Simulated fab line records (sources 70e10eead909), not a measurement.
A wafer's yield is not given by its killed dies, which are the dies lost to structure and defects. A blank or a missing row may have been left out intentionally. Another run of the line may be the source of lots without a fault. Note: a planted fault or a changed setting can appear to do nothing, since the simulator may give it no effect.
Which of the tools did it? -- flow nand_harc -- 14 lots with 42 wafers sampled at 4 steps, on a route of 1159 steps

== WHAT EACH GAUGE READ, for each wafer ==
The record holds no reading of a measuring or inspecting step that can be judged against a usual standard deviation.

== TOOL THAT RAN EACH LOT (tool first, then ch and the chambers of the sampled wafers, then the start) ==
lot,NHARC_A_STAIRCASE_TRIM_200,NHARC_A_STAIRCASE_ETCH_201,NHARC_A_STAIRCASE_TRIM_224,NHARC_A_STAIRCASE_ETCH_227
L970,"rie_diel-11 ch 0,2,3, day 10 21:53 or earlier","rie_diel-11 ch 0,2,3, day 10 21:53 or earlier","rie_diel-03 ch 1,2,3, day 10 21:53","rie_diel-03 ch 0,2,3, no start"
L973,"rie_diel-11 ch 0,1,2, day 11 17:46 or earlier","rie_diel-11 ch 0,1,3, day 11 17:46 or earlier","rie_diel-11 ch 1,3, day 11 17:46","rie_diel-11 ch 1,2,3, no start"
L974,"rie_diel-03 ch 1,2,3, day 12 04:58 or earlier","rie_diel-03 ch 1,2,3, day 12 04:58 or earlier","rie_diel-03 ch 0,2, day 12 04:58","rie_diel-03 ch 0,3, no start"
L975,"rie_diel-11 ch 0,1, day 12 05:26 or earlier","rie_diel-11 ch 0,1,3, day 12 05:26 or earlier","rie_diel-02 ch 0,3, day 12 05:26","rie_diel-02 ch 1,3, no start"
L976,"rie_diel-11 ch 0,2, day 13 01:05 or earlier","rie_diel-11 ch 0,1,2, day 13 01:05 or earlier","rie_diel-11 ch 0,1,3, day 13 01:05","rie_diel-11 ch 1,2, no start"
L977,"rie_diel-02 ch 0,2, day 13 01:03 or earlier","rie_diel-02 ch 0,1, day 13 01:03 or earlier","rie_diel-02 ch 1,2,3, day 13 01:03","rie_diel-02 ch 1,3, no start"
L978,"rie_diel-11 ch 0,1,2, day 13 05:14 or earlier","rie_diel-11 ch 1,2,3, day 13 05:14 or earlier","rie_diel-03 ch 2,3, day 13 05:14","rie_diel-03 ch 0,3, no start"
L980,"rie_diel-03 ch 0,3, day 13 06:46 or earlier","rie_diel-03 ch 0,2,3, day 13 06:46 or earlier","rie_diel-03 ch 0,3, day 13 06:46","rie_diel-03 ch 0,2, no start"
L979,"rie_diel-02 ch 0,1,3, day 13 10:48 or earlier","rie_diel-02 ch 1,2,3, day 13 10:48 or earlier","rie_diel-02 ch 1,2,3, day 13 10:48","rie_diel-02 ch 0,2,3, no start"
L982,"rie_diel-03 ch 0,1,3, day 14 14:01 or earlier","rie_diel-03 ch 0,1,3, day 14 14:01 or earlier","rie_diel-02 ch 0,2,3, day 14 14:01","rie_diel-02 ch 0,1,3, no start"
L988,"rie_diel-11 ch 0,1,3, day 15 04:05 or earlier","rie_diel-11 ch 0,1,2, day 15 04:05 or earlier","rie_diel-02 ch 0,2,3, day 15 04:05","rie_diel-02 ch 0,1,2, no start"
L987,"rie_diel-02 ch 0,1, day 15 10:17 or earlier","rie_diel-02 ch 0,1, day 15 10:17 or earlier","rie_diel-02 ch 0,2,3, day 15 10:17","rie_diel-02 ch 1,2, no start"
L990,"rie_diel-11 ch 1,2,3, day 15 16:14 or earlier","rie_diel-11 ch 0,1,2, day 15 16:14 or earlier","rie_diel-03 ch 0,2,3, day 15 16:14","rie_diel-03 ch 0,1,2, no start"
L991,"rie_diel-02 ch 2,3, day 16 11:19 or earlier","rie_diel-02 ch 0,2,3, day 16 11:19 or earlier","rie_diel-03 ch 0,1,2, day 16 11:19","rie_diel-03 ch 0,1, no start"
- NHARC_A_STAIRCASE_TRIM_200: chemistry O2, time 211.2 s.
- NHARC_A_STAIRCASE_ETCH_201: etches the open film in C4F8/O2, target depth 100 nm, time 40.5 s.
- NHARC_A_STAIRCASE_TRIM_224: chemistry O2, time 211.2 s.
- NHARC_A_STAIRCASE_ETCH_227: etches the open film in C4F8/O2, target depth 100 nm, time 40.5 s.

== WHAT THE TOOLS THEMSELVES READ (means of the sampled wafers that have a number; where no wafer has one, the mark that the record gives instead) ==
NHARC_A_STAIRCASE_TRIM_200.
lot,tool,drypump_motor_current_A (A),oes_product_au (a.u.),rf_vpp_V (V),run_length_s (s),showerhead_plenum_p_Torr (Torr),throttle_valve_pct (%)
L970,rie_diel-11,6.1,0.990,57.3,232.4,3.49,17.038
L973,rie_diel-11,6.1,0.997,58.5,232.4,3.48,17.035
L974,rie_diel-03,5.4,0.993,57.4,232.6,3.51,17.036
L975,rie_diel-11,6.4,0.994,58.1,232.5,3.63,17.039
L976,rie_diel-11,6.4,1.000,57.1,233.1,3.48,17.036
L977,rie_diel-02,6.2,0.996,57.3,232.7,3.65,17.034
L978,rie_diel-11,6.2,0.994,57.8,232.6,3.47,17.032
L980,rie_diel-03,5.6,1.000,57.8,232.3,3.47,17.021
L979,rie_diel-02,5.7,1.001,59.0,232.8,3.62,17.043
L982,rie_diel-03,5.5,1.006,57.4,232.6,3.50,17.043
L988,rie_diel-11,5.9,0.988,57.8,232.4,3.48,17.031
L987,rie_diel-02,5.5,1.001,58.5,232.5,3.73,17.025
L990,rie_diel-11,5.6,0.992,57.6,232.5,3.32,17.032
L991,rie_diel-02,6.4,1.012,56.7,232.5,3.52,17.049

NHARC_A_STAIRCASE_ETCH_201.
lot,tool,oes_product_au (a.u.),rf_vpp_V (V)
L970,rie_diel-11,0.947,895
L973,rie_diel-11,0.939,893
L974,rie_diel-03,0.948,894
L975,rie_diel-11,0.919,895
L976,rie_diel-11,0.936,894
L977,rie_diel-02,0.940,903
L978,rie_diel-11,0.922,889
L980,rie_diel-03,0.948,899
L979,rie_diel-02,0.963,897
L982,rie_diel-03,0.941,894
L988,rie_diel-11,0.935,893
L987,rie_diel-02,0.952,902
L990,rie_diel-11,0.926,893
L991,rie_diel-02,0.956,898

NHARC_A_STAIRCASE_TRIM_224.
lot,tool,drypump_motor_current_A (A),oes_product_au (a.u.),rf_vpp_V (V),run_length_s (s),showerhead_plenum_p_Torr (Torr),throttle_valve_pct (%)
L970,rie_diel-03,5.4,0.997,58.3,232.56,3.52,17.032
L973,rie_diel-11,5.5,0.978,57.9,232.19,3.34,17.034
L974,rie_diel-03,5.6,1.006,58.2,232.81,3.76,17.035
L975,rie_diel-02,5.1,1.006,58.3,232.41,3.66,17.031
L976,rie_diel-11,5.9,0.974,57.5,232.44,3.49,17.032
L977,rie_diel-02,6.3,1.000,56.6,232.49,3.56,17.043
L978,rie_diel-03,5.6,1.013,57.6,232.39,3.46,17.045
L980,rie_diel-03,5.6,0.999,57.6,232.58,3.47,17.034
L979,rie_diel-02,6.3,1.007,57.9,232.45,3.56,17.033
L982,rie_diel-02,5.7,0.995,57.6,232.46,3.59,17.037
L988,rie_diel-02,5.7,0.996,57.9,160.92,3.59,17.032
L987,rie_diel-02,5.7,1.008,57.6,161.20,3.59,17.039
L990,rie_diel-03,5.6,1.011,57.7,232.66,3.60,17.034
L991,rie_diel-03,5.5,1.008,58.1,232.48,3.64,17.034

NHARC_A_STAIRCASE_ETCH_227.
lot,tool,oes_product_au (a.u.),rf_vpp_V (V)
L970,rie_diel-03,0.946,900
L973,rie_diel-11,0.930,888
L974,rie_diel-03,0.951,899
L975,rie_diel-02,0.963,898
L976,rie_diel-11,0.946,888
L977,rie_diel-02,0.944,899
L978,rie_diel-03,0.947,898
L980,rie_diel-03,0.949,905
L979,rie_diel-02,0.946,898
L982,rie_diel-02,0.938,899
L988,rie_diel-02,0.962,901
L987,rie_diel-02,0.967,898
L990,rie_diel-03,0.956,900
L991,rie_diel-03,0.924,895

== THE ANSWER, worked out from the rows above alone ==
Rule: usual is defined by the lots themselves. The widest of any qualifying gaps counts: lots, ordered by their means at a reading, are off when they make up no more than a third of the lots, leave a main group of 4 or more, and stand apart from it by 3 or more times the standard deviation of that group's means. If all means in a main group match to the digits the tables above print for the reading, that group is not used. A lot without any number at a reading at which 4 lots or more have one is off too. Where the step has rows for the other lots, those lots are counted as sound. First the gauges in route order, then the tools' own readings, where a lot's mean is used as printed above. The first step at which some lot is off is used, and at that step the reading that is off furthest; a lot without a number counts as furthest.
Off at NHARC_A_STAIRCASE_TRIM_224 (run_length_s): L988, L987. Main group: mean 232.49 s, sd 0.15.
If a tool, at that step or one of the process steps before it, ran each lot that is off and ran no sound lot following the first of them, it fits. NHARC_A_STAIRCASE_TRIM_200: start missing for some lots; hours and lot order therefore follow NHARC_A_STAIRCASE_TRIM_224. NHARC_A_STAIRCASE_ETCH_201: start missing for some lots; hours and lot order therefore follow NHARC_A_STAIRCASE_TRIM_224. One fits: NHARC_A_STAIRCASE_TRIM_224 on rie_diel-02. Its last sound lot is L982 (day 14 14:01), its first lot that is off L988 (day 15 04:05): a fault that began between those two fits.
The tool's own readings at NHARC_A_STAIRCASE_TRIM_224 bear it out: on the lots that are off they differ by more than 5 times the standard deviation of the sound lots' means. run_length_s reads 161.06 s there against 232.49 s on the sound lots.

== WHAT THE SIMULATOR HAD PUT IN ==
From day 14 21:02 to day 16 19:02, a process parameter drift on rie_diel-02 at NHARC_A_STAIRCASE_TRIM_224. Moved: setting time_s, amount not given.
Struck lots among those shown: L988, L987. The rule above found the same.
